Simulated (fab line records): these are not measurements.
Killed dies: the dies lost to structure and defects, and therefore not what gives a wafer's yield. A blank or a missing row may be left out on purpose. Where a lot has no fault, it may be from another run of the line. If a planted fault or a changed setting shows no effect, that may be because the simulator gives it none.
Split-lot trial    flow n5Finfet    route with 1938 steps; 7 lots, 39 wafers read

SPLIT DETAILS
At N5_BEOL_M12_ETCH_38 (etches SiCN in CF4/N2, target depth 68.7 nm, time 73.4 s), the setting timeS was moved away from the recipe's 73.4 s on 12 of the 39 wafers read, by -46.7% to +58.0%. For the rest of the wafers, this setting stayed at what the recipe calls for.

The split's own step is where the reading is taken.

THE READING
etch.depthNm (the simulator's own value, which no gauge read), in nm, at N5_BEOL_M12_ETCH_38 (etches SiCN in CF4/N2, target depth 68.7 nm, time 73.4 s). The file gives no usual value for it. Here, 27 wafers ran the recipe; their average is 58.85 nm with a standard deviation of 0.85 nm.

wafer   tool, chamber at the split  timeS as run, s  against the recipe  etch.depthNm, nm  against lot-mates on the recipe
L075.1  rieDiel-01, 0               85.98            +17.1%              68.6              +8.72
L075.2  rieDiel-01, 2               85.98            +17.1%              66.72             +6.84
L075.3  rieDiel-01, 3               73.4             recipe              60.45             -
L075.4  rieDiel-01, 1               73.4             recipe              59.9              -
L075.5  rieDiel-01, 3               85.98            +17.1%              71.24             +11.36
L075.6  rieDiel-01, 0               73.4             recipe              59.3              -
L076.1  rieDiel-04, 2               106.7            +45.4%              84.2              +26.50
L076.2  rieDiel-04, 1               73.4             recipe              57.8              -
L076.3  rieDiel-04, 3               73.4             recipe              57.45             -
L076.4  rieDiel-04, 0               106.7            +45.4%              86.68             +28.98
L076.5  rieDiel-04, 0               106.7            +45.4%              87.38             +29.68
L076.6  rieDiel-04, 3               73.4             recipe              57.84             -
L080.1  rieDiel-01, 1               39.12            -46.7%              31.69             -27.78
L080.2  rieDiel-01, 2               39.12            -46.7%              29.99             -29.48
L080.3  rieDiel-01, 3               73.4             recipe              60.33             -
L080.4  rieDiel-01, 0               39.12            -46.7%              31.01             -28.46
L080.5  rieDiel-01, 0               73.4             recipe              58.55             -
L080.6  rieDiel-01, 1               73.4             recipe              59.52             -
L085.1  rieDiel-03, 3               73.4             recipe              58.42             -
L085.2  rieDiel-03, 2               73.4             recipe              58.28             -
L085.3  rieDiel-03, 1               73.4             recipe              59.06             -
L085.4  rieDiel-03, 3               73.4             recipe              58.76             -
L085.5  rieDiel-03, 2               73.4             recipe              58.43             -
L085.6  rieDiel-03, 1               73.4             recipe              59.29             -
L088.1  rieDiel-01, 1               73.4             recipe              59.51             -
L088.3  rieDiel-01, 2               73.4             recipe              57.95             -
L088.5  rieDiel-01, 3               73.4             recipe              60.11             -
L093.1  rieDiel-01, 3               73.4             recipe              59.65             -
L093.2  rieDiel-01, 1               73.4             recipe              59.23             -
L093.3  rieDiel-01, 0               73.4             recipe              57.72             -
L093.4  rieDiel-01, 2               73.4             recipe              57.75             -
L093.5  rieDiel-01, 2               73.4             recipe              57.97             -
L093.6  rieDiel-01, 1               73.4             recipe              59.42             -
L096.1  rieDiel-03, 2               73.4             recipe              58.52             -
L096.2  rieDiel-03, 3               116              +58.0%              92.51             +33.77
L096.3  rieDiel-03, 0               116              +58.0%              93.87             +35.13
L096.4  rieDiel-03, 1               73.4             recipe              59.28             -
L096.5  rieDiel-03, 0               116              +58.0%              93.29             +34.55
L096.6  rieDiel-03, 3               73.4             recipe              58.43             -

THE FIT
A straight line over all 39 wafers: etch.depthNm changes by +0.596 nm for each +1% of timeS; r = +1.00; the points scatter about the line by 1 nm.
The same after taking each lot's own level away (the mean of its wafers on the recipe; 39 wafers): +0.606 nm for each +1%; r = +1.00; scatter 1 nm.
The reading moves by 35 nm for the largest change in timeS, on that fit.
Across the lots, their own levels run from 57.697 to 59.883 nm, a range of 2.6 times the standard deviation given above.
Hence the lot-to-lot level has little effect on the slope; both slopes agree.
Check: +35.3 nm against its lot-mates is what the line predicts for one of the wafers moved furthest among these (+58.0%) when that wafer is left out of the fit. It came out at +33.8 nm against them.

OTHER SPLITS ON THESE WAFERS
Other splits were also applied to these wafers ahead of the reading. Each is held against what the fit with the lots' levels taken away leaves over:
other split on the same wafers      wafers away from the commonest value  r with etch.depthNm (lot level and that fit taken away)
N5_BEOL_M8_DEVELOP_10 developTimeS  15                                    -0.03
N5_BEOL_M10_ILD_DEP_00 timeS        12                                    -0.17

FILE'S OWN FIT
etch.depthNm changes by +0.605 nm for each +1% of timeS, r = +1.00.
